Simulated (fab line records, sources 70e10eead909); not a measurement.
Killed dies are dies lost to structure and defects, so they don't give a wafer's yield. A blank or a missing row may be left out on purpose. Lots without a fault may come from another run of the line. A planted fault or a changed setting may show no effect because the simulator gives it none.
Chamber matching | flow nand_harc | NHARC_P_M2_ETCH_35 on rie_diel-05: 4 sister chambers
The step etches the open film in N2/H2, target depth 40 nm, overetch 12 nm, time 43.94 s. 7 wafers are shown with their chamber, then 7 later ones without.

WAFERS WITH THEIR CHAMBER
wafer  | chamber | drypump_motor_current_A (A) | rf_vpp_V (V)
L079.1 | 3       | 6.7                         | 433.2
L079.6 | 0       | 5.3                         | 433.0
L080.1 | 0       | 5.3                         | 434.6
L080.2 | 2       | 6.0                         | 436.0
L080.3 | 1       | 5.7                         | 432.9
L083.2 | 1       | 5.7                         | 432.8
L083.4 | 3       | 6.8                         | 432.2

WAFERS WITHOUT THEIR CHAMBER
wafer  | drypump_motor_current_A (A) | rf_vpp_V (V)
L083.5 | 6.0                         | 436.1
L087.1 | 6.0                         | 435.0
L087.3 | 6.8                         | 432.9
L087.4 | 6.7                         | 431.1
L088.3 | 6.0                         | 436.0
L088.4 | 5.7                         | 434.4
L088.6 | 6.7                         | 430.8

WHICH CHAMBER EACH WENT THROUGH
wafer  | from the rows above | in truth
L083.5 | 2                   | 2
L087.1 | 2                   | 2
L087.3 | 3                   | 3
L087.4 | 3                   | 3
L088.3 | 2                   | 2
L088.4 | 1                   | 1
L088.6 | 3                   | 3
Placed correctly: 7 of 7. Can't be placed from these rows: 0. Placed wrongly: 0.
How it was worked out, from the rows above alone: a wafer's distance from a chamber is the root of the sum, over the readings, of the square of ((its reading less the chamber's mean) divided by the reading's scatter). The wafer belongs to the nearest chamber; if the next one is less than 2 further off, it can't be placed. A chamber's mean is the mean of its shown wafers. The scatter: the root of (the sum of the squares of (reading less its chamber's mean) over the shown wafers, divided by (wafers less chambers)).
